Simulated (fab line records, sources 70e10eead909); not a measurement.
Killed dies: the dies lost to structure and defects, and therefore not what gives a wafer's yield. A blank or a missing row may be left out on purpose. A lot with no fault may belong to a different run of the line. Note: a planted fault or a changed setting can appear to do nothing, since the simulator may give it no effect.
Matching of chambers :: flow nandHarc :: 4 sister chambers for NHARC_P_M1_DESCUM_14 on rieDiel-10
The step chemistry O2, time 3 s. 4 wafers are shown with their chamber, then 9 later ones without.

== WAFERS PAIRED WITH THEIR CHAMBERS ==
wafer: L090.3
chamber: 0
drypumpMotorCurrentA (A): 6.6

wafer: L092.1
chamber: 2
drypumpMotorCurrentA (A): 4.8

wafer: L092.2
chamber: 1
drypumpMotorCurrentA (A): 5.3

wafer: L092.4
chamber: 3
drypumpMotorCurrentA (A): 5.1

== WAFERS WITH NO CHAMBER GIVEN ==
wafer: L093.1
drypumpMotorCurrentA (A): 5.3

wafer: L093.5
drypumpMotorCurrentA (A): 4.8

wafer: L093.6
drypumpMotorCurrentA (A): 5.1

wafer: L097.2
drypumpMotorCurrentA (A): 4.7

wafer: L097.3
drypumpMotorCurrentA (A): 6.6

wafer: L097.5
drypumpMotorCurrentA (A): 6.6

wafer: L096.3
drypumpMotorCurrentA (A): 5.1

wafer: L096.4
drypumpMotorCurrentA (A): 4.8

wafer: L096.6
drypumpMotorCurrentA (A): 6.5

== THE CHAMBER EACH PASSED THROUGH ==
wafer: L093.1
from the rows above: 1
in truth: 1

wafer: L093.5
from the rows above: 2
in truth: 2

wafer: L093.6
from the rows above: 3
in truth: 3

wafer: L097.2
from the rows above: 2
in truth: 2

wafer: L097.3
from the rows above: 0
in truth: 0

wafer: L097.5
from the rows above: 0
in truth: 0

wafer: L096.3
from the rows above: 3
in truth: 3

wafer: L096.4
from the rows above: 2
in truth: 2

wafer: L096.6
from the rows above: 0
in truth: 0
Correctly placed: 9 of 9. Left unplaced by these rows: 0. Number placed wrongly: 0.
How it was worked out, from the rows above alone: a wafer's distance from a chamber is the root of the sum, over the readings, of the square of ((its reading less the chamber's mean) divided by the reading's scatter). The wafer belongs to the nearest chamber; if the next one is less than 2 further off, it can't be placed. For every chamber, the mean is computed from those of its wafers that are shown. The scatter: with one shown wafer a chamber, the root of the mean of the squares of how far each hidden wafer lies from its nearest shown one.
